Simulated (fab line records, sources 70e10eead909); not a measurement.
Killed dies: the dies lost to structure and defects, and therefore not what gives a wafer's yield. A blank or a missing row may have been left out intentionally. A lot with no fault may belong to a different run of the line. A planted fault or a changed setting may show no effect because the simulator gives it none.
Chamber matching    flow nand_harc    NHARC_P_M0_DESCUM_14 on rie_diel-02 has 4 sister chambers
The step chemistry O2, time 3 s. 36 wafers are shown with their chamber, then 12 later ones without.

EACH WAFER AND ITS CHAMBER
wafer   chamber  showerhead_plenum_p_Torr (Torr)  drypump_motor_current_A (A)  oes_product_au (a.u.)
L074.1  3        1.81                             5.86                         0.986
L074.4  1        1.81                             5.69                         0.988
L074.6  3        1.81                             5.84                         0.990
L075.1  0        2.05                             5.98                         0.987
L075.2  2        1.79                             5.80                         1.009
L075.3  3        1.81                             5.84                         0.981
L075.4  1        1.81                             5.66                         0.989
L075.5  3        1.81                             5.87                         0.986
L075.6  2        1.79                             5.80                         1.009
L076.1  3        1.81                             5.84                         0.974
L076.2  1        1.81                             5.69                         0.982
L076.3  0        2.05                             5.96                         0.982
L078.2  3        1.81                             5.86                         0.977
L078.5  3        1.81                             5.84                         0.984
L078.6  2        1.79                             5.78                         0.985
L077.1  2        1.79                             5.81                         0.988
L077.2  3        1.81                             5.85                         0.986
L077.5  0        2.05                             5.98                         0.992
L079.1  2        1.79                             5.79                         0.993
L079.5  0        2.05                             5.96                         0.975
L079.6  2        1.79                             5.80                         0.981
L084.3  1        1.80                             5.68                         1.017
L084.4  2        1.79                             5.80                         0.999
L084.5  2        1.79                             5.79                         0.992
L086.3  3        1.81                             5.86                         0.973
L086.4  1        1.80                             5.68                         1.019
L086.6  3        1.81                             5.85                         0.975
L088.1  0        2.04                             5.98                         0.997
L088.3  1        1.80                             5.69                         1.014
L088.4  2        1.79                             5.79                         1.012
L089.1  3        1.81                             5.84                         0.967
L089.3  1        1.80                             5.69                         1.003
L089.4  0        2.04                             5.98                         0.998
L091.3  3        1.80                             5.86                         0.977
L091.5  1        1.80                             5.68                         1.004
L091.6  0        2.04                             5.97                         0.999

SIGNATURES (means of the wafers above)
reading                   chamber 0  chamber 1  chamber 2  chamber 3  scatter within a chamber
showerhead_plenum_p_Torr  2.0457     1.8037     1.7900     1.8092     0.00375
drypump_motor_current_A   5.9729     5.6825     5.7956     5.8508     0.01
oes_product_au            0.99000    1.00200    0.99644    0.97967    0.0104
Rule: for a wafer and a chamber, the distance is found by dividing, reading by reading, the gap between the wafer's reading and the chamber's mean by the reading's scatter, squaring, summing and taking the root. If the next closest chamber is less than 2 further off than the closest, the wafer can't be placed; otherwise it belongs to the closest. How the scatter is found: for the shown wafers, subtract from each reading the mean of its chamber, square and add these, divide the total by (wafers less chambers), then take the root.

WAFERS WITHOUT THEIR CHAMBER
wafer   showerhead_plenum_p_Torr (Torr)  drypump_motor_current_A (A)  oes_product_au (a.u.)
L093.1  1.79                             5.81                         0.993
L093.4  2.04                             5.95                         0.996
L093.6  1.79                             5.82                         0.986
L094.1  2.04                             5.95                         0.994
L094.2  1.80                             5.84                         0.977
L094.5  1.80                             5.66                         1.012
L096.2  1.80                             5.69                         1.014
L096.3  1.80                             5.87                         0.975
L096.4  1.78                             5.82                         0.996
L097.1  2.04                             5.99                         0.988
L097.3  1.80                             5.85                         0.983
L097.6  2.04                             5.99                         0.980

WHICH CHAMBER EACH WENT THROUGH
wafer   from the rows above  in truth
L093.1  2                    2
L093.4  0                    0
L093.6  2                    2
L094.1  0                    0
L094.2  3                    3
L094.5  1                    1
L096.2  1                    1
L096.3  3                    3
L096.4  2                    2
L097.1  0                    0
L097.3  3                    3
L097.6  0                    0
Correctly placed: 12 of 12. Number that these rows cannot place: 0. 0 placed wrongly.
